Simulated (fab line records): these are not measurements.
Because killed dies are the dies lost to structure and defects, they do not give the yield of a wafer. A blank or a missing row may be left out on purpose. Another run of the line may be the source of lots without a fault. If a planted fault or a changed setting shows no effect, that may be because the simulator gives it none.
fab line records	flow n5_finfet
record lots=9	wafers=27	last_day=17
route steps=1938 shown GATE_CUT@468 BEOL_M4@1111 PASSIVATION@1936
lots with no fault: from the same line, run without faults
start_h: start of the lot's first displayed wafer, in hours after the record's first day	wait_h: hours since the lot's step before	" as in the row above	L1.1+2: one row covering several wafers at once	- no value present, or no start provided	* or withheld: withheld	< > ~ a bound
route shown NAME@n: NAME is a module with steps in the file, n the number in the route of the first one	usual: average and standard deviation across the fault-free wafers	same: alike in all rows	chamber/n: place in a boat	sites: readings site by site	_std_site: the standard deviation of these	_edge_site: inner sites' mean taken away from outer sites' mean	radius_mm: how far each site lies from the wafer's centre	mask NAME#n: copy n	behind: the last tool/chamber to shape the wafer	hold: why the lot went on hold/how many hours it stayed there/how the hold came to an end	device: which transistor (n, p or np) failed to switch	end of line: the tests these same wafers got at the end of their route	a step given without rows: its recipe and nothing more	killed: at the first sort, the dies lost to defects and structure; wafer yield is something else	map: dies across one wafer; x = killed, . = not, _ = none there
set.NAME: the setting the step ran with; set.NAME@STEP: the setting that earlier step ran with	model.NAME: the simulator's own value behind a step, which no gauge read
the route's steps for a sample of lots (tables are steps, rows are wafers)
services: when a tool's chamber went out of use (start_h, in hours from the record's first day, below 0 if earlier), for how many hours, and the reason
## steps
# step N5_GATE_CUT_VAPOR_ETCH_60
# recipe chemistry=BCl3/Cl2	target=HfO2	mode=isotropic
# usual drypump_motor_current_A=5.9/0.44	oes_product_au=0.80/0.11
lot.wafer	tool	chamber	start_h	wait_h	drypump_motor_current_A	oes_product_au
L360.2	rie_metal-03	1	82.89	0.0	5.7	0.65
L360.3	"	1	"	"	5.6	0.65
L360.5	"	1	"	"	5.7	0.65
L361.1	rie_metal-03	0	85.69	0.0	5.3	0.91
L361.3	"	0	"	"	5.4	0.91
L361.5	"	0	"	"	5.3	0.91
L368.1	rie_metal-01	1	132.22	0.0	5.5	0.57
L368.2	"	0	"	"	5.9	0.75
L368.3	"	0	"	"	5.8	0.75
L372.1	rie_metal-01	1	151.40	0.0	5.5	0.57
L372.3	"	0	"	"	5.9	0.75
L372.4	"	1	"	"	5.5	0.57
L374.1	rie_metal-03	0	163.25	0.0	5.3	0.88
L374.3	"	0	"	"	5.3	0.88
L374.5	"	0	"	"	5.4	0.88
L376.1	rie_metal-03	1	174.86	0.0	5.6	0.63
L376.2	"	0	"	"	5.3	0.88
L376.5	"	1	"	"	5.6	0.64
L377.2	rie_metal-02	1	182.62	0.0	5.8	0.84
L377.3	"	0	"	"	6.6	0.84
L377.4	"	1	"	"	5.8	0.84
L380.1	rie_metal-02	0	201.25	0.0	6.6	0.81
L380.4	"	0	"	"	6.6	0.82
L380.6	"	1	"	"	5.8	0.83
L382.1	rie_metal-01	0	218.25	0.0	5.9	0.74
L382.3	"	0	"	"	5.9	0.73
L382.4	"	1	"	"	5.6	0.93
# step N5_GATE_CUT_ETCH_37
# recipe chemistry=N2/H2	target=SOC	target_depth_a=600	overetch_a=120	mask_material=SiARC	temp_c=40	time_s=90	ion_energy_ev=200	pressure_mtorr=30	source_w=840	bias_w=150	n2_flow_sccm=200	h2_flow_sccm=200
# usual bias_w=150.0/0.44	drypump_motor_current_A=5.8/0.42	oes_product_au=0.68/0.07	rf_fwd_power_W=835/3.2	rf_vpp_V=524.6/2.3	showerhead_plenum_p_Torr=2.57/0.076	throttle_valve_pct=17.96/0.28
lot.wafer	tool	chamber	start_h	wait_h	bias_w	drypump_motor_current_A	oes_product_au	rf_fwd_power_W	rf_hours_counter_h	rf_vpp_V	showerhead_plenum_p_Torr	throttle_valve_pct
L360.2	rie_diel-03	0	86.42	0.0	149.1	6.1	0.69	838	134	525.4	2.65	17.50
L360.3	"	2	"	"	150.0	6.5	0.67	831	139	524.1	2.53	17.59
L360.5	"	1	"	"	149.7	5.7	0.68	836	-	524.3	2.53	18.06
L361.1	rie_diel-01	0	89.22	0.0	150.0	5.1	0.68	834	148	526.1	2.65	17.74
L361.3	"	1	"	"	150.3	5.7	0.63	835	219	522.3	2.51	17.83
L361.5	"	0	"	"	150.6	5.1	0.67	831	-	525.3	2.65	17.75
L368.1	rie_diel-02	2	136.00	0.0	150.4	6.0	0.68	841	162	524.8	2.66	18.11
L368.2	"	3	"	"	149.9	5.7	0.62	836	195	525.0	2.51	18.35
L368.3	"	1	"	"	150.0	5.7	0.65	831	175	519.7	2.42	18.09
L372.1	rie_diel-02	2	155.58	0.0	149.1	6.0	0.67	835	169	525.8	2.65	18.10
L372.3	"	1	"	"	150.1	5.7	0.66	832	182	519.8	2.42	18.11
L372.4	"	0	"	"	150.1	6.0	0.62	835	236	525.6	2.63	18.21
L374.1	rie_diel-02	3	167.05	0.0	149.9	5.7	0.63	837	206	523.3	2.51	18.40
L374.3	"	1	"	"	150.5	5.7	0.65	830	186	519.4	2.42	18.12
L374.5	"	3	"	"	149.2	5.8	0.63	837	-	522.6	2.51	18.36
L376.1	rie_diel-03	3	178.70	0.0	150.2	6.6	0.80	837	34	529.0	2.69	17.58
L376.2	"	0	"	"	150.0	6.1	0.68	838	161	525.5	2.63	17.54
L376.5	"	2	"	"	150.1	6.4	0.66	829	-	522.4	2.52	17.63
L377.2	rie_diel-02	0	186.17	0.0	149.8	5.9	0.60	838	246	524.8	2.63	18.22
L377.3	"	2	"	"	149.1	6.0	0.66	842	179	527.1	2.65	18.12
L377.4	"	1	"	"	150.4	5.7	0.64	837	193	518.6	2.41	18.12
L380.1	rie_diel-03	0	205.04	0.0	150.4	6.1	0.67	833	167	523.8	2.63	17.56
L380.4	"	1	"	"	150.0	5.7	0.66	832	178	523.4	2.52	18.11
L380.6	"	1	"	"	150.8	5.7	0.66	829	-	523.3	2.52	18.11
L382.1	rie_diel-01	0	222.04	0.0	149.1	5.1	0.65	834	191	526.6	2.63	17.84
L382.3	"	2	"	"	150.2	5.4	0.75	830	80	525.0	2.59	18.34
L382.4	"	1	"	"	150.5	5.6	0.86	835	-	521.6	2.50	17.47
# step N5_GATE_CUT_CUT_ETCH_53
# recipe chemistry=SF6/Cl2	target=W	mask_material=SiO2	target_depth_a=792	pressure_mtorr=8	icp_w=900	bias_w=80	SF6_flow_sccm=40	Cl2_flow_sccm=60	ends=cleared
# usual bias_w=80.01/0.23	drypump_motor_current_A=5.8/0.41	etch_rf_on_time_s=26.8/0.71	oes_product_au=0.71/0.088	rf_fwd_power_W=877.9/3	throttle_valve_pct=28.67/0.21
lot.wafer	tool	chamber	start_h	wait_h	bias_w	drypump_motor_current_A	etch_rf_on_time_s	oes_product_au	rf_fwd_power_W	rf_hours_counter_h	throttle_valve_pct
L360.2	rie_metal-01	1	86.74	0.1	80.57	5.6	27.0	0.53	873.9	135	28.63
L360.3	"	1	"	"	80.26	5.5	27.1	0.53	875.6	-	28.65
L360.5	"	0	"	"	80.22	5.9	26.0	0.70	875.4	-	28.83
L361.1	rie_metal-03	0	89.54	0.1	79.89	5.3	26.8	0.81	876.8	10	28.43
L361.3	"	0	"	"	79.56	5.3	26.7	0.81	874.6	-	28.41
L361.5	"	1	"	"	80.04	5.6	25.6	0.59	880.6	-	28.99
L368.1	rie_metal-01	1	136.31	0.1	80.28	5.5	27.3	0.52	874.2	140	28.63
L368.2	"	0	"	"	80.04	5.9	26.2	0.68	878.2	46	28.83
L368.3	"	0	"	"	80.10	5.9	26.1	0.69	880.3	-	28.83
L372.1	rie_metal-01	0	155.89	0.1	79.68	5.9	21.7	0.77	1090.6	47	28.84
L372.3	"	0	"	"	80.42	5.9	21.8	0.76	1090.5	-	28.84
L372.4	"	0	"	"	79.79	5.9	21.7	0.77	1090.9	-	28.83
L374.1	rie_metal-01	0	167.37	0.1	80.02	5.9	21.9	0.76	1089.3	50	28.83
L374.3	"	0	"	"	80.00	5.9	21.9	0.75	1096.4	-	28.84
L374.5	"	0	"	"	79.97	5.9	21.9	0.76	1094.5	-	28.83
L376.1	rie_metal-02	1	179.01	0.1	79.74	5.8	28.3	0.74	881.0	14	28.69
L376.2	"	0	"	"	79.88	6.6	27.3	0.74	877.9	23	28.41
L376.5	"	1	"	"	80.21	5.8	28.0	0.74	882.3	-	28.71
L377.2	rie_metal-02	0	186.48	0.1	80.10	6.6	27.3	0.74	876.7	24	28.39
L377.3	"	1	"	"	80.27	5.8	27.8	0.75	879.7	-	28.71
L377.4	"	0	"	"	80.30	6.6	27.2	0.74	881.4	-	28.41
L380.1	rie_metal-03	0	205.35	0.1	79.73	5.4	26.9	0.77	880.5	19	28.45
L380.4	"	0	"	"	79.52	5.4	26.8	0.77	876.7	-	28.45
L380.6	"	1	"	"	80.27	5.6	26.3	0.57	875.6	-	29.00
L382.1	rie_metal-02	0	222.35	0.1	80.00	6.6	27.3	0.72	877.5	28	28.41
L382.3	"	0	"	"	80.43	6.6	27.3	0.72	874.3	-	28.42
L382.4	"	1	"	"	79.95	5.8	27.9	0.73	884.2	-	28.71
# step N5_GATE_CUT_ALD_22
# recipe material=SiNx	target_thk_a=160	temp_c=400	ald_precursor_family=SiH2I2	ald_co_reactant=N2/H2-plasma	pulse_time_s=1	ald_cycles=320	purge_time_s=2	co_reactant_purge_time_s=2	pressure_torr=2
# usual heater_power_w=780/45	precursor_pulse_height_rel=1.000/0.02
lot.wafer	tool	chamber	start_h	wait_h	heater_power_w	precursor_pulse_height_rel
L360.2	ald_sin-04	3	87.79	0.6	724	1.026
L360.3	"	2	"	"	825	0.954
L360.5	"	1	"	"	727	0.996
L361.1	ald_sin-04	2	89.98	0.0	829	0.990
L361.3	"	0	"	"	720	1.007
L361.5	"	3	"	"	688	1.002
L368.1	ald_sin-04	1	136.97	0.2	728	0.999
L368.2	"	3	"	"	725	1.015
L368.3	"	0	"	"	725	1.012
L372.1	ald_sin-01	0	156.70	0.1	801	0.981
L372.3	"	2	"	"	790	0.982
L372.4	"	1	"	"	810	0.988
L374.1	ald_sin-03	0	168.08	0.0	756	0.988
L374.3	"	3	"	"	770	0.980
L374.5	"	3	"	"	761	0.976
L376.1	ald_sin-04	3	179.61	0.2	709	1.035
L376.2	"	2	"	"	841	1.002
L376.5	"	3	"	"	711	1.027
L377.2	ald_sin-01	3	187.02	0.1	864	0.969
L377.3	"	0	"	"	781	1.004
L377.4	"	2	"	"	792	1.014
L380.1	ald_sin-01	1	205.80	0.0	794	0.987
L380.4	"	2	"	"	835	0.968
L380.6	"	0	"	"	807	1.003
L382.1	ald_sin-03	1	222.83	0.0	751	0.984
L382.3	"	3	"	"	744	1.020
L382.4	"	1	"	"	753	0.979
# step N5_BEOL_M4_RC_MEAS_101
# usual DIBL_N=36.8/2.2	DIBL_P=37.0/2.8	IOFF_N=0.18/0.043	IOFF_P=0.23/0.05	ION_N=680/14	ION_P=466/9.1	SS_N=71.7/0.74	SS_P=73.5/0.79	VT_N=248/4	VT_P=-249/4.1
lot.wafer	tool	chamber	start_h	wait_h	DIBL_N[mV/V]	DIBL_P[mV/V]	IOFF_N[nA/um]	IOFF_P[nA/um]	ION_N[uA/um]	ION_P[uA/um]	SS_N[mV/dec]	SS_P[mV/dec]	VT_N[mV]	VT_P[mV]
L360.2	prober-01	0	177.38	0.2	34.7	35.3	0.13	0.19	665	459	71.2	73.2	251	-253
L360.3	"	0	"	"	33.8	35.0	0.13	0.19	687	467	71.0	73.7	249	-251
L360.5	"	0	"	"	37.8	38.8	0.20	0.25	689	467	71.7	74.1	246	-249
L361.1	prober-02	0	177.57	0.0	37.8	36.7	0.16	0.19	666	450	71.9	73.9	249	-254
L361.3	"	0	"	"	34.9	33.9	0.13	0.17	677	462	69.7	73.0	252	-255
L361.5	"	0	"	"	38.9	38.6	0.19	0.23	688	463	71.8	73.7	248	-251
L368.1	prober-02	0	224.45	0.0	40.9	45.1	0.28	0.36	698	474	72.8	75.9	240	-244
L368.2	"	0	"	"	36.3	39.3	0.17	0.23	685	472	71.2	72.8	247	-251
L368.3	"	0	"	"	31.0	32.1	0.09	0.13	647	449	69.7	71.9	256	-257
L372.1	prober-01	0	238.03	0.0	36.0	34.8	0.18	0.22	691	467	71.4	72.5	247	-250
L372.3	"	0	"	"	34.0	31.5	0.13	0.17	668	462	70.7	71.9	255	-251
L372.4	"	0	"	"	36.7	34.3	0.18	0.21	687	474	71.0	72.6	249	-248
L374.1	prober-02	0	254.04	0.0	39.4	41.1	0.25	0.29	703	478	72.8	74.9	243	-244
L374.3	"	0	"	"	34.7	32.9	0.14	0.15	672	454	71.4	72.9	250	-255
L374.5	"	0	"	"	35.5	35.6	0.15	0.20	670	461	71.3	72.9	250	-252
L376.1	prober-02	0	255.22	0.0	38.0	35.6	0.16	0.18	675	453	71.6	73.2	249	-254
L376.2	"	0	"	"	38.0	37.6	0.18	0.21	678	454	72.3	73.6	249	-251
L376.5	"	0	"	"	34.9	31.6	0.12	0.13	662	448	71.6	72.1	254	-256
L377.2	prober-02	0	260.82	0.2	38.1	35.3	0.18	0.24	688	475	72.0	73.1	249	-246
L377.3	"	0	"	"	40.9	38.5	0.22	0.30	693	478	72.2	74.1	243	-244
L377.4	"	0	"	"	38.4	35.4	0.16	0.23	669	459	71.9	73.5	252	-248
L380.1	prober-02	0	293.41	0.0	38.8	40.2	0.22	0.29	696	472	72.0	74.7	247	-244
L380.4	"	0	"	"	37.5	39.5	0.20	0.29	696	480	72.4	74.3	245	-244
L380.6	"	0	"	"	37.8	38.9	0.18	0.25	679	466	72.2	74.3	249	-245
L382.1	prober-01	0	298.57	0.0	33.4	34.3	0.12	0.17	671	460	70.6	73.1	256	-255
L382.3	"	0	"	"	37.3	39.2	0.20	0.25	687	468	71.6	73.7	246	-250
L382.4	"	0	"	"	35.5	37.2	0.15	0.22	670	466	71.4	73.1	251	-250
# step N5_PASSIVATION_PROBE_49
# usual defect_limited_yield=91.4/1.5	killed_at_M0_to_M3=36/11	killed_at_M4_up=14/6	killed_at_contacts=11/6	killed_at_front_end=37/11	killed_at_other=4/3.4	killed_dies=102/18	killed_on_rim=13/3.5	killed_open=66/13	killed_short=34/7.8	sort_bin_4_leakage=0.00/0.017	sort_bin_5_function=5.0/0.97	sort_bin_6_memory=3.2/0.7	sort_bin_8_speed=0.0/0.38	sort_n_pass=1078/19	sort_yield_pct=91.3/1.6
# same gross_dies=1180	killed_at_back_side=0
lot.wafer	tool	chamber	start_h	wait_h	defect_limited_yield[%]	killed_at_M0_to_M3	killed_at_M4_up	killed_at_contacts	killed_at_front_end	killed_at_other	killed_dies	killed_on_rim	killed_open	killed_short	sort_bin_4_leakage[%]	sort_bin_5_function[%]	sort_bin_6_memory[%]	sort_bin_8_speed[%]	sort_n_pass	sort_yield_pct[%]
L368.1	prober-01	-	323.72	0.0	89.1	48	16	8	54	3	129	17	83	44	0.08	6.4	3.9	0	1050	89.0
L368.2	prober-01	-	323.77	0.1	90.2	46	10	7	52	1	116	10	77	34	0	5.8	3.7	0	1064	90.2
L368.3	prober-01	-	323.82	0.1	91.4	41	7	4	49	0	101	6	64	34	0	5.1	3.4	0	1079	91.4
L372.1	prober-02	-	344.63	0.8	92.6	34	17	4	25	7	87	7	47	39	0	4.5	2.5	0	1093	92.6
L372.3	prober-02	-	344.73	0.9	92.5	36	14	6	31	2	89	13	48	41	0	3.6	3.7	0	1091	92.5
L372.4	prober-02	-	344.78	0.9	89.1	39	19	7	61	3	129	16	78	49	0	6.5	3.9	0	1051	89.1
L377.3	prober-01	-	363.67	0.1	91.4	28	9	9	53	2	101	18	60	41	0	6.0	2.1	0	1079	91.4
L377.4	prober-01	-	363.72	0.2	93.1	30	10	7	34	0	81	10	56	24	0	3.6	2.8	0	1099	93.1
# killed by level:class
L368.1 BEOL_M2:geometric_particle:open=17 FIN_SAQP:geometric_particle:short=13 DUMMY_GATE:geometric_particle:open=10 BEOL_M4:geometric_particle:open=8 BEOL_M3:geometric_particle:open=6 STI_FIN_REVEAL:geometric_particle:open=6 BEOL_M0_SAQP:geometric_particle:open=6 FIN_SAQP:geometric_particle:open=5
L368.2 FIN_SAQP:geometric_particle:open=18 FIN_SAQP:geometric_particle:short=13 BEOL_M0_SAQP:geometric_particle:short=10 BEOL_M3:geometric_particle:open=10 BEOL_M2:geometric_particle:open=8 BEOL_M0_SAQP:geometric_particle:open=7 BEOL_M1:geometric_particle:open=7 MOL_CONTACT_COAG:geometric_particle:open=6
L368.3 BEOL_M2:geometric_particle:open=15 FIN_SAQP:geometric_particle:open=13 BEOL_M3:geometric_particle:open=9 FIN_SAQP:geometric_particle:short=8 DUMMY_GATE:geometric_particle:open=8 GATE_CUT:geometric_particle:short=6 ILD0:geometric_particle:short=4 BEOL_M0_SAQP:geometric_particle:open=4
L372.1 BEOL_M4:geometric_particle:open=10 BEOL_M3:geometric_particle:short=8 FIN_SAQP:geometric_particle:open=7 FIN_SAQP:geometric_particle:short=5 BEOL_M0_SAQP:geometric_particle:open=5 BEOL_M0_SAQP:geometric_particle:short=5 BEOL_M3:geometric_particle:open=5 BEOL_M1:geometric_particle:open=4
L372.3 BEOL_M0_SAQP:geometric_particle:short=11 BEOL_M0_SAQP:geometric_particle:open=8 FIN_SAQP:geometric_particle:open=7 FIN_SAQP:geometric_particle:short=6 STI_FIN_REVEAL:geometric_particle:open=5 MOL_CONTACT_COAG:geometric_particle:open=5 BEOL_M1:geometric_particle:open=5 GATE_CUT:geometric_particle:short=4
L372.4 FIN_SAQP:geometric_particle:open=24 FIN_SAQP:geometric_particle:short=13 BEOL_M0_SAQP:geometric_particle:short=13 BEOL_M0_SAQP:geometric_particle:open=12 BEOL_M4:geometric_particle:open=12 GATE_CUT:geometric_particle:short=7 MOL_CONTACT_COAG:geometric_particle:open=6 BEOL_M4:geometric_particle:short=6
L377.3 BEOL_M2:geometric_particle:open=8 FIN_SAQP:geometric_particle:short=7 GATE_CUT:geometric_particle:short=7 GATE_CUT:geometric_particle:open=6 MOL_CONTACT_COAG:geometric_particle:open=5 BEOL_M1:geometric_particle:open=5 MOL_CONTACT_COAG:geometric_particle:short=4 BEOL_M4:geometric_particle:open=4
L377.4 BEOL_M3:geometric_particle:open=15 STI_FIN_REVEAL:geometric_particle:open=10 GATE_CUT:geometric_particle:open=6 GATE_CUT:geometric_particle:short=5 MOL_CONTACT_COAG:geometric_particle:open=5 FIN_SAQP:geometric_particle:open=4 DUMMY_GATE:geometric_particle:open=2 ILD0:geometric_particle:short=2
## services
tool	chamber	start_h	hours	kind
rie_diel-01	3	70.53	31.2	repair
ald_sin-01	-	85.43	14.0	pm
ald_sin-01	0	85.43	14.0	vent_cycle
ald_sin-01	-	103.42	0.9	repair
rie_diel-01	0	140.58	7.1	repair
ald_sin-04	0	141.81	9.5	repair
rie_diel-01	-	143.86	3.3	repair
rie_diel-03	1	147.36	3.3	repair
rie_metal-01	1	155.69	-	clean
rie_metal-01	1	155.69	22.2	scheduled_down
rie_metal-01	1	155.69	22.2	vent_cycle
rie_metal-02	-	156.51	1.4	pm
rie_diel-03	-	160.73	0.5	repair
ald_sin-03	-	176.75	14.0	pm
rie_diel-03	-	198.08	1.1	repair
rie_diel-03	-	199.54	2.6	repair
rie_diel-02	0	201.57	-	clean
rie_diel-02	0	201.57	-	consumable_replace:focus_ring
rie_diel-02	0	201.57	21.2	scheduled_down
rie_diel-02	0	201.57	21.2	vent_cycle
ald_sin-03	0	207.35	4.5	repair
rie_diel-01	3	213.02	48.6	repair
rie_diel-03	0	216.61	2.9	repair
ald_sin-03	0	219.36	18.2	repair
## key
first_sign step=N5_GATE_CUT_CUT_ETCH_53	reading=rf_fwd_power_W	direction=up	sigmas=71	usual=*	struck=*
effect step=N5_GATE_CUT_CUT_ETCH_53	reading=etch_rf_on_time_s	direction=down	sigmas=7.1	usual=*	struck=*
met_at N5_GATE_CUT_CUT_ETCH_53
struck_lots L372,L374
struck_wafers L372.1,L372.3,L372.4,L374.1,L374.3,L374.5
not_acting_at N5_GATE_CUT_VAPOR_ETCH_60,N5_GATE_CUT_ETCH_37,N5_GATE_CUT_ALD_22
onset_between 136.31 155.89
fault kind=process_parameter_drift	tool=rie_metal-01	chamber=0	onset_h=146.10	steps=N5_GATE_CUT_CUT_ETCH_53	channel=icp_w	offset=216	shape=step	end_h=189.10	acts_in=these_recipes_only	stated=900
